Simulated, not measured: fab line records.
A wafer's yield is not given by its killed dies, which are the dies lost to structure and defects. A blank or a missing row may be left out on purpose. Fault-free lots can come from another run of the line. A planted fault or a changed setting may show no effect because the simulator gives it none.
Chamber matching	flow n5 finfet	4 sister chambers for N5_GATE_CUT_ALD_22 on ald sin-02
The step deposits SiNx, target thk 16 nm, pulse time 1 s, ald cycles 320. 4 wafers are shown with their chamber, then 7 later ones without.

== WAFERS WITH THEIR CHAMBER ==
wafer	chamber	heater power w (W)
L088.4	2	846
L088.6	0	814
L090.2	3	934
L090.4	1	716

== WAFERS WITH NO CHAMBER GIVEN ==
wafer	heater power w (W)
L090.6	936
L092.2	840
L092.4	740
L092.6	742
L096.1	875
L096.2	723
L096.3	928

== WHICH CHAMBER EACH ONE RAN IN ==
wafer	from the rows above	in truth
L090.6	3	3
L092.2	can't be placed: 2 or 0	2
L092.4	1	1
L092.6	1	1
L096.1	can't be placed: 2 or 3 or 0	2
L096.2	1	1
L096.3	3	3
Correctly placed: 5 of 7. Can't be placed from these rows: 2 (the true chamber is among the candidates in 2). 0 placed wrongly.
How it was worked out, from the rows above alone: a wafer's distance from a chamber is the root of the sum, over the readings, of the square of ((its reading less the chamber's mean) divided by the reading's scatter). If the next closest chamber is less than 2 further off than the closest, the wafer can't be placed; otherwise it belongs to the closest. Each chamber's mean is taken over the wafers shown for it. The scatter (one wafer shown for each chamber): square how far every hidden wafer sits from the nearest shown wafer, average those squares and take the square root.
